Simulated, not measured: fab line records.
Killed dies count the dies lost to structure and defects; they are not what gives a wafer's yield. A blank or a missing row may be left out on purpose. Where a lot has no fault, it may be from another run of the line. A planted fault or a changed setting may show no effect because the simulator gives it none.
Matching of chambers    flow n5_finfet    N5_FIN_CUT_ETCH_30 on rie_diel-04 has 4 sister chambers
The step etches underlayer in N2/H2, target depth 13 nm, time 10.4 s. 4 wafers are shown with their chamber, then 7 later ones without.

EACH WAFER AND ITS CHAMBER
wafer   chamber  showerhead_plenum_p_Torr (Torr)
L080.2  0        2.55
L083.5  3        2.44
L089.1  1        2.48
L089.2  2        2.65

WAFERS WITHOUT THEIR CHAMBER
wafer   showerhead_plenum_p_Torr (Torr)
L089.4  2.44
L094.1  2.48
L094.2  2.43
L094.3  2.54
L097.1  2.54
L097.3  2.48
L097.6  2.54

THE CHAMBER EACH PASSED THROUGH
wafer   from the rows above  in truth
L089.4  3                    3
L094.1  1                    1
L094.2  3                    3
L094.3  0                    0
L097.1  0                    0
L097.3  1                    1
L097.6  0                    0
7 of 7 placed correctly. Left unplaced by these rows: 0. Placed wrongly: 0.
How it was worked out, from the rows above alone: a wafer's distance from a chamber is the root of the sum, over the readings, of the square of ((its reading less the chamber's mean) divided by the reading's scatter). If the next closest chamber is less than 2 further off than the closest, the wafer can't be placed; otherwise it belongs to the closest. Each chamber's mean is taken over the wafers shown for it. The scatter (one wafer shown for each chamber): square how far every hidden wafer sits from the nearest shown wafer, average those squares and take the square root.
